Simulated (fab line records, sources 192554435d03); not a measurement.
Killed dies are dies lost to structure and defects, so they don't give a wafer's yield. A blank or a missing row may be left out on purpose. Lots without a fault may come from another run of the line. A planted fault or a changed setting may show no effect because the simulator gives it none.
Tool commonality check | flow n5_finfet | 10 lots, 28 wafers sampled

WHY IT WAS OPENED
At N5_BEOL_M4_RC_MEAS_101 the reading CJ_P is flagged on 3 of 10 lots. Wafers without a fault read 5.84, standard deviation 0.16.
Rule: a lot is flagged when every wafer of it that has a number lies more than 4 standard deviations from that mean, or none has a number. The other lots count as sound.

lot  | measured     | on        | CJ_P, wafer by wafer | flag
L241 | day 9 08:02  | prober-02 | 5.63 5.77 5.87       |
L244 | day 9 22:49  | prober-01 | 5.60 5.86            |
L249 | day 11 05:56 | prober-01 | 5.54 5.55 5.66       |
L251 | day 11 12:44 | prober-02 | 6.93 6.76 7.08       | FLAGGED
L254 | day 11 22:16 | prober-02 | 7.04 6.82 6.88       | FLAGGED
L252 | day 12 11:36 | prober-01 | 6.16 6.29            |
L253 | day 12 17:02 | prober-02 | 5.90 5.53 5.95       |
L256 | day 12 20:21 | prober-02 | 6.71 6.69 6.72       | FLAGGED
L259 | day 13 06:11 | prober-02 | 6.04 5.96 5.96       |
L261 | day 14 16:58 | prober-02 | 5.85 5.45 5.52       |
The numbers of the flagged lots are 6.85 on average: +1.01 against the usual, or +6 standard deviations.

WHICH TOOL RAN EACH LOT
The record holds 2 process steps before the reading, out of a route of 1938 steps. In each cell: the tool, then ch and the chambers that the sampled wafers went through, then the start.
lot  | flag    | N5_WELL_APT_IMPLANT_15         | N5_PMOS_HMC_CHANNEL_EPI_FIN_RECESS_16
L241 |         | implanter-02 ch 0, day 1 14:26 | rie_si-06 ch 1,2, day 1 18:22
L244 |         | implanter-01 ch 0, day 2 08:23 | rie_si-06 ch 1,2, day 2 13:17
L249 |         | implanter-02 ch 0, day 3 14:06 | rie_si-06 ch 1,2,3, day 3 17:46
L251 | FLAGGED | implanter-02 ch 0, day 4 02:11 | rie_si-03 ch 0,2,3, day 4 06:05
L254 | FLAGGED | implanter-02 ch 0, day 4 20:05 | rie_si-03 ch 0,1,3, day 4 23:54
L252 |         | implanter-01 ch 0, day 4 07:56 | rie_si-03 ch 3, day 4 13:08
L253 |         | implanter-01 ch 0, day 4 14:18 | rie_si-03 ch 0,2,3, day 4 18:32
L256 | FLAGGED | implanter-02 ch 0, day 5 08:03 | rie_si-05 ch 2,3, day 5 11:43
L259 |         | implanter-01 ch 0, day 6 02:12 | rie_si-03 ch 0,3, day 6 06:32
L261 |         | implanter-01 ch 0, day 6 13:56 | rie_si-06 ch 2,3, day 6 17:25
What these steps do:
- N5_WELL_APT_IMPLANT_15
- N5_PMOS_HMC_CHANNEL_EPI_FIN_RECESS_16: chemistry HBr/Cl2, target Si, target depth 54 nm, time 18 s.
- N5_BEOL_M4_RC_MEAS_101

FLAGGED OVER TOTAL, TOOL BY TOOL (the gauges that took the reading come last)
step                                  | tool         | lots run | flagged | share of the flagged lots | sound lots run after its first flagged lot
N5_WELL_APT_IMPLANT_15                | implanter-01 | 5        | 0       | none                      | -
N5_WELL_APT_IMPLANT_15                | implanter-02 | 5        | 3       | all                       | 0
N5_PMOS_HMC_CHANNEL_EPI_FIN_RECESS_16 | rie_si-03    | 5        | 2       | some                      | 3 (L252,L253,L259)
N5_PMOS_HMC_CHANNEL_EPI_FIN_RECESS_16 | rie_si-05    | 1        | 1       | some                      | 0
N5_PMOS_HMC_CHANNEL_EPI_FIN_RECESS_16 | rie_si-06    | 4        | 0       | none                      | -
N5_BEOL_M4_RC_MEAS_101                | prober-01    | 3        | 0       | none                      | -
N5_BEOL_M4_RC_MEAS_101                | prober-02    | 7        | 3       | all                       | 3 (L253,L259,L261)

WHAT THE TABLE ALLOWS
2 rows of the table ran every flagged lot: implanter-02 at N5_WELL_APT_IMPLANT_15, prober-02 at N5_BEOL_M4_RC_MEAS_101.
- implanter-02 at N5_WELL_APT_IMPLANT_15: 3 of its 5 lots flagged. Its last sound lot is L249 (day 3 14:06), its first flagged lot L251 (day 4 02:11): a fault that began between those two fits. Its own readings lie more than 4 standard deviations out on every wafer of the flagged lots: dose_ions_cm2, faraday_current_uA.
- prober-02 at N5_BEOL_M4_RC_MEAS_101: 3 of its 7 lots flagged. Sound lots ran on it after the first flagged one (L253, L259, L261), which a lasting fault on the whole tool wouldn't allow.
One tool is left: implanter-02 at N5_WELL_APT_IMPLANT_15.

WHAT THE SIMULATOR HAD PUT IN
Process parameter drift: implanter-02, from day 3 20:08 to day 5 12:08, at N5_WELL_APT_IMPLANT_15. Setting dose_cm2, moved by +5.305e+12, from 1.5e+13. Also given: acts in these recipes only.
Lots struck among those shown: L251, L254, L256. The rule above found the same.
